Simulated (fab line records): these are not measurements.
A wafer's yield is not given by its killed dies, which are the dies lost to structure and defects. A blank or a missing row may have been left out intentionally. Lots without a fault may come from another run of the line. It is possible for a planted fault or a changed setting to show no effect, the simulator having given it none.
Chamber matching / flow nand_harc / 4 sister chambers for NHARC_P_CONTACT_CMP_01 on cmp-04
The step polishes SiO2, target thk 200 nm. 7 wafers are shown with their chamber, then 10 later ones without.

== WAFERS, EACH WITH ITS CHAMBER ==
wafer=L080.2; chamber=3; motor_current_A (A)=11.9
wafer=L080.3; chamber=1; motor_current_A (A)=11.6
wafer=L082.3; chamber=3; motor_current_A (A)=12.4
wafer=L082.4; chamber=2; motor_current_A (A)=13.9
wafer=L082.5; chamber=0; motor_current_A (A)=13.0
wafer=L084.2; chamber=0; motor_current_A (A)=13.8
wafer=L084.4; chamber=2; motor_current_A (A)=13.6

== WAFERS WITHOUT THEIR CHAMBER ==
wafer=L084.6; motor_current_A (A)=13.7
wafer=L088.3; motor_current_A (A)=13.7
wafer=L088.4; motor_current_A (A)=12.6
wafer=L088.5; motor_current_A (A)=13.4
wafer=L089.1; motor_current_A (A)=13.6
wafer=L089.3; motor_current_A (A)=13.4
wafer=L089.5; motor_current_A (A)=13.9
wafer=L097.2; motor_current_A (A)=14.5
wafer=L097.3; motor_current_A (A)=11.1
wafer=L097.5; motor_current_A (A)=14.4

== WHICH CHAMBER EACH WENT THROUGH ==
wafer=L084.6; from the rows above=can't be placed: 2 or 0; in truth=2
wafer=L088.3; from the rows above=can't be placed: 2 or 0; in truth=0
wafer=L088.4; from the rows above=can't be placed: 3 or 0 or 1 or 2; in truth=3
wafer=L088.5; from the rows above=can't be placed: 0 or 2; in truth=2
wafer=L089.1; from the rows above=can't be placed: 2 or 0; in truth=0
wafer=L089.3; from the rows above=can't be placed: 0 or 2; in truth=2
wafer=L089.5; from the rows above=can't be placed: 2 or 0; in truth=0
wafer=L097.2; from the rows above=can't be placed: 2 or 0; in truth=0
wafer=L097.3; from the rows above=can't be placed: 1 or 3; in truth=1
wafer=L097.5; from the rows above=can't be placed: 2 or 0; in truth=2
Placed correctly: 0 of 10. Unplaceable from these rows: 10, with the true chamber sitting among the candidates in 10. Placed wrongly: 0.
How it was worked out, from the rows above alone: a wafer's distance from a chamber is the root of the sum, over the readings, of the square of ((its reading less the chamber's mean) divided by the reading's scatter). If the next closest chamber is less than 2 further off than the closest, the wafer can't be placed; otherwise it belongs to the closest. For every chamber, the mean is computed from those of its wafers that are shown. The scatter is the square root of a quotient: the sum, over the shown wafers, of each reading's squared deviation from its chamber's mean, divided by wafers minus chambers.
